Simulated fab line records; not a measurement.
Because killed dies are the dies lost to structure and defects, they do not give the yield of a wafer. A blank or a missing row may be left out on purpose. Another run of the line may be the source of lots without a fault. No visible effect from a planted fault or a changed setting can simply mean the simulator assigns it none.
Chamber matching :: flow n5Finfet :: N5_BEOL_M0_SAQP_STRIP_86 on rieDiel-04 has 4 sister chambers
The step strips in N2/H2. 4 wafers are shown with their chamber, then 8 later ones without.

## WAFERS WITH THEIR CHAMBER
wafer: L079.2
chamber: 3
showerheadPlenumPTorr (Torr): 3.23

wafer: L083.2
chamber: 0
showerheadPlenumPTorr (Torr): 3.29

wafer: L087.5
chamber: 1
showerheadPlenumPTorr (Torr): 3.40

wafer: L089.1
chamber: 2
showerheadPlenumPTorr (Torr): 3.18

## WAFERS WITH NO CHAMBER GIVEN
wafer: L089.2
showerheadPlenumPTorr (Torr): 3.28

wafer: L089.4
showerheadPlenumPTorr (Torr): 3.40

wafer: L091.1
showerheadPlenumPTorr (Torr): 3.18

wafer: L091.2
showerheadPlenumPTorr (Torr): 3.40

wafer: L091.4
showerheadPlenumPTorr (Torr): 3.22

wafer: L092.2
showerheadPlenumPTorr (Torr): 3.22

wafer: L092.3
showerheadPlenumPTorr (Torr): 3.28

wafer: L092.5
showerheadPlenumPTorr (Torr): 3.40

## WHICH CHAMBER EACH ONE RAN IN
wafer: L089.2
from the rows above: 0
in truth: 0

wafer: L089.4
from the rows above: 1
in truth: 1

wafer: L091.1
from the rows above: 2
in truth: 2

wafer: L091.2
from the rows above: 1
in truth: 1

wafer: L091.4
from the rows above: 3
in truth: 3

wafer: L092.2
from the rows above: 3
in truth: 3

wafer: L092.3
from the rows above: 0
in truth: 0

wafer: L092.5
from the rows above: 1
in truth: 1
8 of 8 placed correctly. Not placeable from these rows: 0. 0 placed wrongly.
How it was worked out, from the rows above alone: a wafer's distance from a chamber is the root of the sum, over the readings, of the square of ((its reading less the chamber's mean) divided by the reading's scatter). If the next closest chamber is less than 2 further off than the closest, the wafer can't be placed; otherwise it belongs to the closest. Each chamber's mean is taken over the wafers shown for it. The scatter: with one shown wafer a chamber, the root of the mean of the squares of how far each hidden wafer lies from its nearest shown one.
